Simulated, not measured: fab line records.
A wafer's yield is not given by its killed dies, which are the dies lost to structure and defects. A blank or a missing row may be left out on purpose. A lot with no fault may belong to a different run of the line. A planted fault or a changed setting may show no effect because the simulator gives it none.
fab line records | flow n5Finfet | part 1 of 2: steps 1 to 4 of 6
record lots=20 | wafers=60 | lastDay=18
route steps=1938 shown PMOS_HMC_CHANNEL_EPI@69 FIN_SAQP@129
lots untouched by any fault: they come from a run of this same line in which no faults occurred
startH: hours from the record's first day to the start of the lot's first wafer shown | waitH: time in hours since the lot's previous step | " repeats the value in the row above | L1.1+2: several wafers, shown together as one row | - no value, or no start was given | * or withheld: withheld | < > ~ a bound
route shown NAME@n: NAME is a module with steps in the file, n the number in the route of the first one | usual: mean and standard deviation over wafers with no fault | same: alike in all rows | chamber/n: place in a boat | sites: per-site readings | _std_site: their standard deviation | _edge_site: mean of outer sites minus mean of inner sites | radiusMm: how far each site lies from the wafer's centre | mask NAME#n: copy n | behind: the last tool/chamber to shape the wafer | hold: why the lot went on hold/how many hours it stayed there/how the hold came to an end | device: whichever transistor did not switch (one of n, p or np) | end of line: tests of these same wafers at the route's end | a step given without rows: its recipe and nothing more | killed: the dies lost at the first sort to structure and to defects; this is not the yield of the wafer | map: the dies of a wafer, with x for killed, . for not killed, _ for no die there
set.NAME: the run value of the setting; set.NAME@STEP: its run value at that earlier step | model.NAME: the simulator's own value behind a step, which no gauge read
a sample of lots followed through the steps of the route, with each step as a table and each wafer as a row
services: the hour from which a tool's chamber was out of use, counted from the record's first day as startH (under 0 if before that day), plus the number of hours and why
## steps
# step N5_PMOS_HMC_CHANNEL_EPI_ETCH_32
# recipe chemistry=N2/H2 | target=BARC | stopOn=SiO2 | targetDepthA=858 | overEtchFrac=0.3 | timeS=50.3 | ionEnergyEv=200 | maskMaterial=CAR-ArF-block | pressureMtorr=30 | sourceW=840 | biasW=150 | n2FlowSccm=200 | h2FlowSccm=200
# usual drypumpMotorCurrentA=5.41/0.29 | oesProductAu=0.64/0.049 | rfVppV=525.2/1.9 | showerheadPlenumPTorr=2.59/0.063 | throttleValvePct=17.96/0.28
# same overEtchFrac=0.3
lot.wafer | tool       | chamber | startH | waitH | drypumpMotorCurrentA | oesProductAu | rfHoursCounterH | rfVppV | showerheadPlenumPTorr | throttleValvePct
L075.2    | rieDiel-05 | 3       | 23.34  | 0.0   | 5.33                 | 0.67         | 109             | 525.2  | 2.55                  | 17.93
L075.4    | "          | 0       | "      | "     | 5.02                 | 0.60         | 205             | 526.9  | 2.65                  | 18.28
L075.5    | "          | 1       | "      | "     | 5.44                 | 0.60         | -               | 524.2  | 2.51                  | 17.76
L077.3    | rieDiel-06 | 3       | 35.80  | 0.0   | 5.32                 | 0.66         | 117             | 523.9  | 2.57                  | 18.03
L077.5    | "          | 2       | "      | "     | 5.89                 | 0.66         | -               | 523.1  | 2.57                  | 18.44
L077.6    | "          | 3       | "      | "     | 5.33                 | 0.65         | -               | 526.2  | 2.57                  | 18.04
L078.1    | rieDiel-03 | 3       | 41.18  | 0.0   | 5.17                 | 0.62         | 199             | 524.9  | 2.65                  | 18.21
L078.2    | "          | 0       | "      | "     | 5.93                 | 0.65         | 147             | 523.5  | 2.53                  | 17.48
L078.5    | "          | 0       | "      | "     | 5.94                 | 0.65         | -               | 523.7  | 2.53                  | 17.49
L079.2    | rieDiel-03 | 2       | 47.83  | 0.0   | 5.22                 | 0.61         | 185             | 522.8  | 2.53                  | 18.08
L079.3    | "          | 1       | "      | "     | 5.29                 | 0.76         | 15              | 529.1  | 2.70                  | 17.56
L079.6    | "          | 2       | "      | "     | 5.28                 | 0.62         | -               | 523.4  | 2.53                  | 18.08
L080.2    | rieDiel-05 | 3       | 53.49  | 0.0   | 5.32                 | 0.65         | 119             | 524.6  | 2.55                  | 17.94
L080.3    | "          | 2       | "      | "     | 5.70                 | 0.60         | 218             | 525.3  | 2.62                  | 17.99
L080.5    | "          | 2       | "      | "     | 5.66                 | 0.61         | -               | 525.2  | 2.62                  | 18.00
L081.1    | rieDiel-03 | 2       | 59.98  | 0.0   | 5.26                 | 0.62         | 189             | 525.1  | 2.52                  | 18.06
L081.3    | "          | 1       | "      | "     | 5.29                 | 0.76         | 19              | 529.3  | 2.69                  | 17.56
L081.6    | "          | 0       | "      | "     | 5.94                 | 0.64         | -               | 523.0  | 2.53                  | 17.50
L082.3    | rieDiel-06 | 3       | 65.99  | 0.0   | 5.33                 | 0.64         | 127             | 523.9  | 2.56                  | 18.06
L082.5    | "          | 3       | "      | "     | 5.33                 | 0.64         | -               | 524.0  | 2.56                  | 18.05
L082.6    | "          | 2       | "      | "     | 5.89                 | 0.66         | -               | 524.1  | 2.56                  | 18.46
L083.1    | rieDiel-03 | 2       | 71.16  | 0.0   | 5.28                 | 0.61         | 194             | 525.7  | 2.52                  | 18.08
L083.2    | "          | 0       | "      | "     | 5.94                 | 0.64         | 157             | 523.6  | 2.53                  | 17.49
L083.6    | "          | 1       | "      | "     | 5.30                 | 0.75         | -               | 528.3  | 2.69                  | 17.57
L084.1    | rieDiel-06 | 1       | 77.46  | 0.0   | 5.44                 | 0.60         | 218             | 525.7  | 2.62                  | 17.98
L084.4    | "          | 3       | "      | "     | 5.32                 | 0.64         | 130             | 524.3  | 2.56                  | 18.06
L084.5    | "          | 1       | "      | "     | 5.46                 | 0.61         | -               | 525.3  | 2.62                  | 18.00
L085.1    | rieDiel-05 | 2       | 83.15  | 0.0   | 5.72                 | 0.60         | 228             | 526.3  | 2.62                  | 18.00
L085.3    | "          | 3       | "      | "     | 5.29                 | 0.64         | 129             | 522.8  | 2.54                  | 17.97
L085.6    | "          | 3       | "      | "     | 5.30                 | 0.65         | -               | 522.8  | 2.54                  | 17.97
L086.3    | rieDiel-06 | 0       | 89.77  | 0.0   | 5.11                 | 0.65         | 120             | 527.0  | 2.68                  | 17.87
L086.4    | "          | 2       | "      | "     | 5.91                 | 0.64         | 170             | 524.6  | 2.56                  | 18.46
L086.5    | "          | 1       | "      | "     | 5.46                 | 0.59         | -               | 526.2  | 2.62                  | 18.01
L087.2    | rieDiel-03 | 1       | 96.09  | 0.0   | 5.28                 | 0.73         | 31              | 527.6  | 2.69                  | 17.57
L087.3    | "          | 0       | "      | "     | 5.93                 | 0.64         | 165             | 522.7  | 2.53                  | 17.52
L087.5    | "          | 2       | "      | "     | 5.27                 | 0.60         | -               | 523.9  | 2.52                  | 18.10
L088.3    | rieDiel-03 | 1       | 101.40 | 0.0   | 5.29                 | 0.73         | 33              | 527.1  | 2.69                  | 17.59
L088.5    | "          | 3       | "      | "     | 5.17                 | 0.60         | -               | 526.0  | 2.64                  | 18.24
L088.6    | "          | 0       | "      | "     | 5.94                 | 0.64         | -               | 523.7  | 2.53                  | 17.52
L089.1    | rieDiel-03 | 2       | 107.90 | 0.0   | 5.26                 | 0.60         | 207             | 523.7  | 2.52                  | 18.11
L089.2    | "          | 0       | "      | "     | 5.94                 | 0.63         | 169             | 523.9  | 2.53                  | 17.52
L089.3    | "          | 3       | "      | "     | 5.16                 | 0.60         | 222             | 526.3  | 2.64                  | 18.25
L090.2    | rieDiel-05 | 3       | 113.53 | 0.0   | 5.34                 | 0.64         | 139             | 524.9  | 2.54                  | 17.97
L090.3    | "          | 1       | "      | "     | 5.49                 | 0.84         | 4               | 521.6  | 2.50                  | 17.39
L090.4    | "          | 2       | "      | "     | 5.72                 | 0.60         | 239             | 524.6  | 2.61                  | 18.02
L091.1    | rieDiel-03 | 1       | 119.28 | 0.0   | 5.29                 | 0.72         | 38              | 529.2  | 2.69                  | 17.59
L091.2    | "          | 0       | "      | "     | 5.94                 | 0.63         | 172             | 523.3  | 2.52                  | 17.52
L091.4    | "          | 2       | "      | "     | 5.26                 | 0.60         | 210             | 523.7  | 2.51                  | 18.12
L093.1    | rieDiel-03 | 1       | 130.88 | 0.0   | 5.28                 | 0.72         | 42              | 527.3  | 2.68                  | 17.61
L093.3    | "          | 2       | "      | "     | 5.27                 | 0.60         | 214             | 524.1  | 2.51                  | 18.12
L093.5    | "          | 2       | "      | "     | 5.27                 | 0.60         | -               | 523.2  | 2.51                  | 18.12
L095.2    | rieDiel-06 | 0       | 143.64 | 0.0   | 5.10                 | 0.64         | 138             | 526.3  | 2.68                  | 17.90
L095.3    | "          | 1       | "      | "     | 5.46                 | 0.59         | 240             | 527.0  | 2.61                  | 18.05
L095.6    | "          | 0       | "      | "     | 5.09                 | 0.64         | -               | 528.8  | 2.68                  | 17.89
L096.1    | rieDiel-06 | 0       | 149.94 | 0.0   | 5.05                 | 0.64         | 140             | 526.3  | 2.68                  | 17.91
L096.3    | "          | 3       | "      | "     | 5.34                 | 0.63         | 156             | 524.8  | 2.55                  | 18.09
L096.4    | "          | 1       | "      | "     | 5.44                 | 0.59         | 243             | 524.3  | 2.61                  | 18.04
L097.3    | rieDiel-06 | 0       | 155.18 | 0.0   | 5.10                 | 0.64         | 142             | 526.4  | 2.68                  | 17.90
L097.5    | "          | 2       | "      | "     | 5.92                 | 0.64         | -               | 522.9  | 2.55                  | 18.49
L097.6    | "          | 3       | "      | "     | 5.31                 | 0.63         | -               | 524.4  | 2.55                  | 18.09
# step N5_PMOS_HMC_CHANNEL_EPI_HM_OPEN_15
# recipe chemistry=CHF3/O2 | target=SiO2 | maskMaterial=CAR-ArF-block | targetDepthA=406 | CHF3_flow_sccm=50 | O2_flow_sccm=5 | Ar_flow_sccm=200 | timeS=20.3 | pressureMtorr=30 | sourceW=650 | biasW=170 | ionEnergyEv=200
# usual drypumpMotorCurrentA=5.41/0.28 | oesProductAu=0.74/0.06 | rfVppV=527/8.2 | showerheadPlenumPTorr=2.45/0.063 | throttleValvePct=18.95/0.2
lot.wafer | tool       | chamber | startH | waitH | drypumpMotorCurrentA | oesProductAu | rfHoursCounterH | rfVppV | showerheadPlenumPTorr | throttleValvePct
L075.2    | rieDiel-05 | 3       | 23.39  | 0.0   | 5.32                 | 0.77         | 109             | 530    | 2.43                  | 18.89
L075.4    | "          | 0       | "      | "     | 5.01                 | 0.71         | 205             | 519    | 2.49                  | 19.22
L075.5    | "          | 1       | "      | "     | 5.44                 | 0.68         | -               | 525    | 2.37                  | 18.76
L077.3    | rieDiel-06 | 3       | 35.85  | 0.0   | 5.33                 | 0.76         | 117             | 539    | 2.42                  | 18.99
L077.5    | "          | 2       | "      | "     | 5.91                 | 0.77         | -               | 524    | 2.40                  | 19.15
L077.6    | "          | 3       | "      | "     | 5.32                 | 0.77         | -               | 541    | 2.42                  | 18.98
L078.1    | rieDiel-03 | 3       | 41.22  | 0.0   | 5.13                 | 0.71         | 199             | 544    | 2.48                  | 19.12
L078.2    | "          | 0       | "      | "     | 5.94                 | 0.74         | 147             | 526    | 2.40                  | 18.55
L078.5    | "          | 0       | "      | "     | 5.92                 | 0.74         | -               | 525    | 2.40                  | 18.54
L079.2    | rieDiel-03 | 2       | 47.87  | 0.0   | 5.23                 | 0.70         | 185             | 519    | 2.39                  | 18.95
L079.3    | "          | 1       | "      | "     | 5.28                 | 0.90         | 15              | 525    | 2.58                  | 18.81
L079.6    | "          | 2       | "      | "     | 5.24                 | 0.71         | -               | 521    | 2.39                  | 18.94
L080.2    | rieDiel-05 | 3       | 53.54  | 0.0   | 5.31                 | 0.77         | 119             | 529    | 2.42                  | 18.91
L080.3    | "          | 2       | "      | "     | 5.69                 | 0.72         | 218             | 516    | 2.49                  | 18.95
L080.5    | "          | 2       | "      | "     | 5.68                 | 0.71         | -               | 516    | 2.49                  | 18.93
L081.1    | rieDiel-03 | 2       | 60.03  | 0.0   | 5.26                 | 0.71         | 190             | 519    | 2.39                  | 18.97
L081.3    | "          | 1       | "      | "     | 5.29                 | 0.88         | 19              | 525    | 2.58                  | 18.83
L081.6    | "          | 0       | "      | "     | 5.91                 | 0.74         | -               | 526    | 2.40                  | 18.56
L082.3    | rieDiel-06 | 3       | 66.03  | 0.0   | 5.33                 | 0.75         | 127             | 540    | 2.42                  | 19.00
L082.5    | "          | 3       | "      | "     | 5.32                 | 0.75         | -               | 541    | 2.42                  | 19.00
L082.6    | "          | 2       | "      | "     | 5.90                 | 0.76         | -               | 523    | 2.40                  | 19.16
L083.1    | rieDiel-03 | 2       | 71.21  | 0.0   | 5.25                 | 0.70         | 194             | 521    | 2.39                  | 18.97
L083.2    | "          | 0       | "      | "     | 5.96                 | 0.73         | 157             | 527    | 2.40                  | 18.56
L083.6    | "          | 1       | "      | "     | 5.28                 | 0.87         | -               | 526    | 2.57                  | 18.83
L084.1    | rieDiel-06 | 1       | 77.50  | 0.0   | 5.44                 | 0.69         | 218             | 523    | 2.49                  | 19.12
L084.4    | "          | 3       | "      | "     | 5.31                 | 0.74         | 130             | 540    | 2.42                  | 19.00
L084.5    | "          | 1       | "      | "     | 5.45                 | 0.70         | -               | 524    | 2.49                  | 19.12
L085.1    | rieDiel-05 | 2       | 83.19  | 0.0   | 5.70                 | 0.72         | 228             | 516    | 2.49                  | 18.96
L085.3    | "          | 3       | "      | "     | 5.33                 | 0.77         | 129             | 528    | 2.42                  | 18.94
L085.6    | "          | 3       | "      | "     | 5.32                 | 0.77         | -               | 528    | 2.42                  | 18.95
L086.3    | rieDiel-06 | 0       | 89.81  | 0.0   | 5.07                 | 0.77         | 120             | 532    | 2.52                  | 18.79
L086.4    | "          | 2       | "      | "     | 5.91                 | 0.76         | 170             | 524    | 2.40                  | 19.16
L086.5    | "          | 1       | "      | "     | 5.44                 | 0.71         | -               | 524    | 2.49                  | 19.13
L087.2    | rieDiel-03 | 1       | 96.13  | 0.0   | 5.27                 | 0.86         | 31              | 525    | 2.57                  | 18.86
L087.3    | "          | 0       | "      | "     | 5.92                 | 0.74         | 165             | 525    | 2.40                  | 18.57
L087.5    | "          | 2       | "      | "     | 5.30                 | 0.70         | -               | 520    | 2.39                  | 18.98
L088.3    | rieDiel-03 | 1       | 101.44 | 0.0   | 5.28                 | 0.86         | 33              | 524    | 2.57                  | 18.86
L088.5    | "          | 3       | "      | "     | 5.15                 | 0.70         | -               | 543    | 2.47                  | 19.15
L088.6    | "          | 0       | "      | "     | 5.93                 | 0.73         | -               | 526    | 2.39                  | 18.59
L089.1    | rieDiel-03 | 2       | 107.95 | 0.0   | 5.22                 | 0.70         | 207             | 519    | 2.38                  | 18.99
L089.2    | "          | 0       | "      | "     | 5.94                 | 0.72         | 169             | 526    | 2.39                  | 18.58
L089.3    | "          | 3       | "      | "     | 5.14                 | 0.70         | 222             | 543    | 2.47                  | 19.15
L090.2    | rieDiel-05 | 3       | 113.57 | 0.0   | 5.33                 | 0.76         | 139             | 528    | 2.42                  | 18.96
L090.3    | "          | 1       | "      | "     | 5.45                 | 0.99         | 4               | 524    | 2.37                  | 18.43
L090.4    | "          | 2       | "      | "     | 5.72                 | 0.71         | 239             | 515    | 2.49                  | 18.97
L091.1    | rieDiel-03 | 1       | 119.33 | 0.0   | 5.28                 | 0.84         | 38              | 523    | 2.57                  | 18.86
L091.2    | "          | 0       | "      | "     | 5.93                 | 0.72         | 172             | 526    | 2.39                  | 18.60
L091.4    | "          | 2       | "      | "     | 5.26                 | 0.68         | 210             | 520    | 2.38                  | 18.99
L093.1    | rieDiel-03 | 1       | 130.93 | 0.0   | 5.29                 | 0.83         | 42              | 525    | 2.57                  | 18.88
L093.3    | "          | 2       | "      | "     | 5.28                 | 0.67         | 214             | 520    | 2.38                  | 19.00
L093.5    | "          | 2       | "      | "     | 5.29                 | 0.68         | -               | 520    | 2.38                  | 18.98
L095.2    | rieDiel-06 | 0       | 143.68 | 0.0   | 5.12                 | 0.75         | 138             | 534    | 2.52                  | 18.82
L095.3    | "          | 1       | "      | "     | 5.45                 | 0.68         | 240             | 523    | 2.48                  | 19.16
L095.6    | "          | 0       | "      | "     | 5.10                 | 0.75         | -               | 532    | 2.52                  | 18.81
L096.1    | rieDiel-06 | 0       | 149.98 | 0.0   | 5.11                 | 0.75         | 140             | 533    | 2.52                  | 18.82
L096.3    | "          | 3       | "      | "     | 5.30                 | 0.73         | 156             | 540    | 2.41                  | 19.03
L096.4    | "          | 1       | "      | "     | 5.44                 | 0.68         | 243             | 523    | 2.48                  | 19.16
L097.3    | rieDiel-06 | 0       | 155.22 | 0.0   | 5.09                 | 0.75         | 142             | 532    | 2.52                  | 18.85
L097.5    | "          | 2       | "      | "     | 5.91                 | 0.75         | -               | 522    | 2.39                  | 19.18
L097.6    | "          | 3       | "      | "     | 5.34                 | 0.73         | -               | 539    | 2.41                  | 19.04
# step N5_PMOS_HMC_CHANNEL_EPI_STRIP_33
# recipe chemistry=N2/H2 | powerW=500 | tempC=40 | pressureMtorr=50 | rfFrequencyHz=6e+07 | overashFraction=0.3 | biasPowerW=8 | h2Frac=0.5 | n2FlowSccm=300 | h2FlowSccm=300
# usual drypumpMotorCurrentA=5.41/0.29 | oesProductAu=0.74/0.06 | rfVppV=54.5/1.6 | showerheadPlenumPTorr=3.42/0.08 | throttleValvePct=19.1/0.47
lot.wafer | tool       | chamber | startH | waitH | drypumpMotorCurrentA | oesProductAu | rfHoursCounterH | rfVppV | showerheadPlenumPTorr | throttleValvePct
L075.2    | rieDiel-05 | 3       | 23.44  | 0.0   | 5.32                 | 0.79         | 109             | 54.2   | 3.37                  | 19.4
L075.4    | "          | 0       | "      | "     | 5.05                 | 0.72         | 205             | 54.5   | 3.49                  | 19.2
L075.5    | "          | 1       | "      | "     | 5.45                 | 0.68         | -               | 53.7   | 3.31                  | 18.8
L077.3    | rieDiel-06 | 3       | 35.90  | 0.0   | 5.33                 | 0.75         | 117             | 53.7   | 3.39                  | 19.0
L077.5    | "          | 2       | "      | "     | 5.94                 | 0.77         | -               | 54.1   | 3.39                  | 20.0
L077.6    | "          | 3       | "      | "     | 5.30                 | 0.75         | -               | 53.7   | 3.39                  | 19.0
L078.1    | rieDiel-03 | 3       | 41.28  | 0.0   | 5.15                 | 0.72         | 199             | 54.6   | 3.49                  | 19.2
L078.2    | "          | 0       | "      | "     | 5.93                 | 0.74         | 147             | 54.5   | 3.35                  | 18.4
L078.5    | "          | 0       | "      | "     | 5.94                 | 0.76         | -               | 56.9   | 3.35                  | 18.4
L079.2    | rieDiel-03 | 2       | 47.93  | 0.0   | 5.28                 | 0.71         | 185             | 53.1   | 3.34                  | 19.5
L079.3    | "          | 1       | "      | "     | 5.29                 | 0.89         | 15              | 55.9   | 3.55                  | 18.3
L079.6    | "          | 2       | "      | "     | 5.26                 | 0.70         | -               | 53.9   | 3.34                  | 19.5
L080.2    | rieDiel-05 | 3       | 53.59  | 0.0   | 5.33                 | 0.77         | 119             | 56.0   | 3.36                  | 19.4
L080.3    | "          | 2       | "      | "     | 5.71                 | 0.71         | 218             | 53.2   | 3.46                  | 19.4
L080.5    | "          | 2       | "      | "     | 5.68                 | 0.71         | -               | 54.3   | 3.46                  | 19.4
L081.1    | rieDiel-03 | 2       | 60.08  | 0.0   | 5.29                 | 0.71         | 190             | 52.2   | 3.33                  | 19.5
L081.3    | "          | 1       | "      | "     | 5.30                 | 0.88         | 19              | 54.2   | 3.55                  | 18.3
L081.6    | "          | 0       | "      | "     | 5.96                 | 0.75         | -               | 55.8   | 3.35                  | 18.4
L082.3    | rieDiel-06 | 3       | 66.09  | 0.0   | 5.31                 | 0.73         | 127             | 53.2   | 3.38                  | 19.0
L082.5    | "          | 3       | "      | "     | 5.33                 | 0.75         | -               | 53.2   | 3.38                  | 19.0
L082.6    | "          | 2       | "      | "     | 5.92                 | 0.76         | -               | 55.7   | 3.38                  | 20.0
L083.1    | rieDiel-03 | 2       | 71.26  | 0.0   | 5.24                 | 0.69         | 194             | 52.9   | 3.33                  | 19.5
L083.2    | "          | 0       | "      | "     | 5.95                 | 0.75         | 157             | 55.8   | 3.34                  | 18.4
L083.6    | "          | 1       | "      | "     | 5.28                 | 0.87         | -               | 56.9   | 3.55                  | 18.4
L084.1    | rieDiel-06 | 1       | 77.56  | 0.0   | 5.46                 | 0.72         | 218             | 55.8   | 3.46                  | 18.9
L084.4    | "          | 3       | "      | "     | 5.33                 | 0.74         | 130             | 55.7   | 3.38                  | 19.0
L084.5    | "          | 1       | "      | "     | 5.46                 | 0.70         | -               | 53.7   | 3.46                  | 18.9
L085.1    | rieDiel-05 | 2       | 83.25  | 0.0   | 5.70                 | 0.70         | 228             | 55.8   | 3.45                  | 19.4
L085.3    | "          | 3       | "      | "     | 5.34                 | 0.76         | 129             | 51.6   | 3.36                  | 19.4
L085.6    | "          | 3       | "      | "     | 5.33                 | 0.78         | -               | 51.5   | 3.36                  | 19.4
L086.3    | rieDiel-06 | 0       | 89.87  | 0.0   | 5.11                 | 0.77         | 120             | 54.9   | 3.54                  | 19.0
L086.4    | "          | 2       | "      | "     | 5.89                 | 0.75         | 170             | 55.8   | 3.38                  | 20.1
L086.5    | "          | 1       | "      | "     | 5.49                 | 0.71         | -               | 54.4   | 3.46                  | 18.9
L087.2    | rieDiel-03 | 1       | 96.19  | 0.0   | 5.29                 | 0.86         | 32              | 55.5   | 3.54                  | 18.4
L087.3    | "          | 0       | "      | "     | 5.96                 | 0.73         | 165             | 54.4   | 3.34                  | 18.4
L087.5    | "          | 2       | "      | "     | 5.29                 | 0.70         | -               | 53.1   | 3.33                  | 19.6
L088.3    | rieDiel-03 | 1       | 101.50 | 0.0   | 5.30                 | 0.85         | 33              | 60.3   | 3.54                  | 18.3
L088.5    | "          | 3       | "      | "     | 5.13                 | 0.71         | -               | 55.8   | 3.48                  | 19.2
L088.6    | "          | 0       | "      | "     | 5.94                 | 0.71         | -               | 55.8   | 3.34                  | 18.4
L089.1    | rieDiel-03 | 2       | 108.00 | 0.0   | 5.20                 | 0.70         | 207             | 55.0   | 3.33                  | 19.6
L089.2    | "          | 0       | "      | "     | 5.95                 | 0.73         | 169             | 56.4   | 3.34                  | 18.4
L089.3    | "          | 3       | "      | "     | 5.14                 | 0.71         | 222             | 54.2   | 3.48                  | 19.2
L090.2    | rieDiel-05 | 3       | 113.63 | 0.0   | 5.31                 | 0.77         | 139             | 54.1   | 3.35                  | 19.4
L090.3    | "          | 1       | "      | "     | 5.46                 | 1.00         | 4               | 52.2   | 3.30                  | 18.3
L090.4    | "          | 2       | "      | "     | 5.70                 | 0.69         | 239             | 55.0   | 3.45                  | 19.4
L091.1    | rieDiel-03 | 1       | 119.38 | 0.0   | 5.28                 | 0.84         | 38              | 51.7   | 3.54                  | 18.4
L091.2    | "          | 0       | "      | "     | 5.96                 | 0.71         | 172             | 53.8   | 3.33                  | 18.4
L091.4    | "          | 2       | "      | "     | 5.29                 | 0.71         | 210             | 55.1   | 3.32                  | 19.6
L093.1    | rieDiel-03 | 1       | 130.98 | 0.0   | 5.27                 | 0.83         | 42              | 54.4   | 3.54                  | 18.4
L093.3    | "          | 2       | "      | "     | 5.28                 | 0.70         | 214             | 54.2   | 3.32                  | 19.6
L093.5    | "          | 2       | "      | "     | 5.32                 | 0.68         | -               | 53.3   | 3.32                  | 19.6
L095.2    | rieDiel-06 | 0       | 143.73 | 0.0   | 5.09                 | 0.74         | 138             | 56.2   | 3.53                  | 19.0
L095.3    | "          | 1       | "      | "     | 5.44                 | 0.69         | 240             | 53.3   | 3.45                  | 18.9
L095.6    | "          | 0       | "      | "     | 5.09                 | 0.74         | -               | 55.9   | 3.53                  | 19.0
L096.1    | rieDiel-06 | 0       | 150.04 | 0.0   | 5.07                 | 0.74         | 140             | 53.5   | 3.53                  | 19.1
L096.3    | "          | 3       | "      | "     | 5.34                 | 0.72         | 156             | 54.1   | 3.37                  | 19.1
L096.4    | "          | 1       | "      | "     | 5.45                 | 0.68         | 243             | 52.7   | 3.45                  | 19.0
L097.3    | rieDiel-06 | 0       | 155.28 | 0.0   | 5.07                 | 0.75         | 142             | 53.5   | 3.53                  | 19.0
L097.5    | "          | 2       | "      | "     | 5.94                 | 0.73         | -               | 51.5   | 3.37                  | 20.0
L097.6    | "          | 3       | "      | "     | 5.35                 | 0.71         | -               | 54.0   | 3.36                  | 19.1
# step N5_PMOS_HMC_CHANNEL_EPI_EPI_26
# recipe material=Si | targetThkA=38 | tempC=650 | precursor=SiH4/H2 | pressureTorr=20 | timeS=22.7
# usual chamberPressureTorr=19.99/0.041 | throttleValvePct=11.61/0.15
lot.wafer | tool        | chamber | startH | waitH | chamberPressureTorr | throttleValvePct
L075.2    | epiRpcvd-01 | 0       | 25.79  | 0.1   | 19.98               | 11.50
L075.4    | "           | 0       | "      | "     | 19.99               | 11.66
L075.5    | "           | 0       | "      | "     | 19.96               | 11.76
L077.3    | epiRpcvd-04 | 0       | 38.23  | 0.1   | 19.99               | 11.59
L077.5    | "           | 0       | "      | "     | 19.98               | 11.42
L077.6    | "           | 0       | "      | "     | 19.95               | 11.69
L078.1    | epiRpcvd-04 | 0       | 44.45  | 0.0   | 19.90               | 11.63
L078.2    | "           | 0       | "      | "     | 19.97               | 11.43
L078.5    | "           | 0       | "      | "     | 19.98               | 11.66
L079.2    | epiRpcvd-01 | 0       | 50.40  | 0.1   | 19.96               | 11.40
L079.3    | "           | 0       | "      | "     | 19.94               | 11.93
L079.6    | "           | 0       | "      | "     | 20.02               | 11.51
L080.2    | epiRpcvd-04 | 0       | 56.97  | 0.1   | 20.02               | 11.70
L080.3    | "           | 0       | "      | "     | 20.08               | 11.63
L080.5    | "           | 0       | "      | "     | 20.05               | 11.67
L081.1    | epiRpcvd-04 | 0       | 62.32  | 0.0   | 20.02               | 11.50
L081.3    | "           | 0       | "      | "     | 20.00               | 11.64
L081.6    | "           | 0       | "      | "     | 20.03               | 11.82
L082.3    | epiRpcvd-01 | 0       | 68.46  | 0.2   | 19.94               | 11.59
L082.5    | "           | 0       | "      | "     | 19.92               | 11.56
L082.6    | "           | 0       | "      | "     | 20.02               | 11.44
L083.1    | epiRpcvd-04 | 0       | 73.90  | 0.0   | 19.96               | 11.57
L083.2    | "           | 0       | "      | "     | 19.97               | 11.80
L083.6    | "           | 0       | "      | "     | 19.94               | 11.40
L084.1    | epiRpcvd-01 | 0       | 79.79  | 0.0   | 20.10               | 11.63
L084.4    | "           | 0       | "      | "     | 19.99               | 11.43
L084.5    | "           | 0       | "      | "     | 20.01               | 11.48
L085.1    | epiRpcvd-03 | 0       | 85.49  | 0.0   | 19.99               | 11.33
L085.3    | "           | 0       | "      | "     | 19.91               | 11.93
L085.6    | "           | 0       | "      | "     | 19.94               | 11.57
L086.3    | epiRpcvd-03 | 0       | 92.22  | 0.1   | 20.04               | 11.63
L086.4    | "           | 0       | "      | "     | 19.95               | 11.82
L086.5    | "           | 0       | "      | "     | 19.97               | 11.64
L087.2    | epiRpcvd-03 | 0       | 98.47  | 0.1   | 20.04               | 11.63
L087.3    | "           | 0       | "      | "     | 20.02               | 11.62
L087.5    | "           | 0       | "      | "     | 19.99               | 11.50
L088.3    | epiRpcvd-04 | 0       | 103.84 | 0.1   | 20.04               | 11.32
L088.5    | "           | 0       | "      | "     | 19.97               | 11.56
L088.6    | "           | 0       | "      | "     | 20.04               | 11.64
L089.1    | epiRpcvd-04 | 0       | 110.25 | 0.0   | 20.05               | 11.84
L089.2    | "           | 0       | "      | "     | 20.03               | 11.50
L089.3    | "           | 0       | "      | "     | 20.02               | 11.66
L090.2    | epiRpcvd-04 | 0       | 115.93 | 0.1   | 19.98               | 11.59
L090.3    | "           | 0       | "      | "     | 19.94               | 11.25
L090.4    | "           | 0       | "      | "     | 19.95               | 11.41
L091.1    | epiRpcvd-04 | 0       | 121.63 | 0.0   | 19.94               | 11.58
L091.2    | "           | 0       | "      | "     | 19.96               | 11.60
L091.4    | "           | 0       | "      | "     | 19.94               | 11.53
L093.1    | epiRpcvd-01 | 0       | 133.21 | 0.0   | 19.97               | 11.50
L093.3    | "           | 0       | "      | "     | 20.01               | 11.52
L093.5    | "           | 0       | "      | "     | 20.01               | 11.73
L095.2    | epiRpcvd-04 | 0       | 146.02 | 0.1   | 20.02               | 11.77
L095.3    | "           | 0       | "      | "     | 20.02               | 11.60
L095.6    | "           | 0       | "      | "     | 19.96               | 11.46
L096.1    | epiRpcvd-04 | 0       | 152.51 | 0.0   | 20.01               | 11.82
L096.3    | "           | 0       | "      | "     | 19.94               | 11.42
L096.4    | "           | 0       | "      | "     | 19.91               | 11.69
L097.3    | epiRpcvd-04 | 0       | 157.61 | 0.1   | 19.97               | 11.46
L097.5    | "           | 0       | "      | "     | 19.93               | 11.60
L097.6    | "           | 0       | "      | "     | 20.00               | 11.87
